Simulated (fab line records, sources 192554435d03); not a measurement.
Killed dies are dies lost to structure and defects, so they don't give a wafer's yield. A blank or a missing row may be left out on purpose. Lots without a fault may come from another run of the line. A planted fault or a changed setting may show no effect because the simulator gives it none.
Problem report in the 8D (eight disciplines) form, filled by code | flow n5_finfet | the parts of the form that need people (team, actions taken, sign-off) are left out

1. THE PROBLEM
run_length_s at N5_BEOL_M5_COAT_60 reads a mean of 74.01 s on 2 wafers of 2 lots; wafers without a fault read 66.05 s with a standard deviation of 0.22. That is +36 standard deviations from the usual mean.
The step: time 60 s, resist thk 12 nm.
First seen on wafer L421.5, day 10 22:44, on litho_track-04. The record holds 36 wafers of 12 lots with a number at this step. Rule for "out", or "out of limits": more than 4 standard deviations from the usual mean. The other wafers with a number count as sound.

2. WHAT IT IS AND WHAT IT IS NOT
question                    | is                | is not
which readings at this step | run_length_s      | -
which lots                  | L420, L421        | L415, L417, L418, L419, L424, L433, L434, L435, L436, L437
which wafers of those lots  | L420.1, L421.5    | L420.2, L420.6, L421.2, L421.3
read on which tools         | litho_track-04    | litho_track-01, litho_track-02
when                        | from day 10 22:44 | up to then (14 sound wafers); but 20 sound wafers of L420, L424, L433, L434, L435, L436, L437 came after

3. SUSPECTS, AND WHAT RULES EACH OUT
Counting: a tool at a process step up to the reading stays a suspect if it ran every lot that is out. Sound lots after the first of them don't rule it out here, since some wafers of a struck lot are sound.
- pecvd-04 at N5_BEOL_M5_PECVD_70 (deposits SiO2 from TEOS/O2, target thk 16 nm, time 18 s): kept. It ran every lot that is out, first L421 (day 10 22:33); its last sound lot up to then is L418 (day 9 08:08).
- litho_track-04 at N5_BEOL_M5_COAT_60 (time 60 s, resist thk 12 nm): kept. It ran every lot that is out, first L421 (day 10 22:44); its last sound lot up to then is L418 (day 9 10:22). Its own readings are out on those wafers: run_length_s.
Left after counting: pecvd-04 at N5_BEOL_M5_PECVD_70, litho_track-04 at N5_BEOL_M5_COAT_60.

4. THE CAUSE (what the simulator had put in)
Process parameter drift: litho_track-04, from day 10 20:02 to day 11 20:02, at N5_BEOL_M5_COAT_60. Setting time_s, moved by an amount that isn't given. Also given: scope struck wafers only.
Counting left 2 suspects, and this tool is among them.

5. THE CHAIN OF EFFECTS, in route order
Each row: a reading whose mean over the struck wafers that have a number lies more than 3 standard deviations from the usual. Only readings for which the record gives a usual standard deviation are gone through. hours: the time from each lot's start at the first step in this table that gives one to its start at this step, as a median over the lots. sigmas: the change in usual standard deviations.
hours | step               | reading      | usual   | on struck wafers | change | sigmas
0     | N5_BEOL_M5_COAT_60 | run_length_s | 66.05 s | 74.01            | +7.96  | +36
The process steps in it:
- N5_BEOL_M5_COAT_60: time 60 s, resist thk 12 nm.

6. WHAT WOULD HAVE CAUGHT IT SOONER
In this record the first reading out of limits was taken at day 10 22:44, 3 hours after the fault began at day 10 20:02.
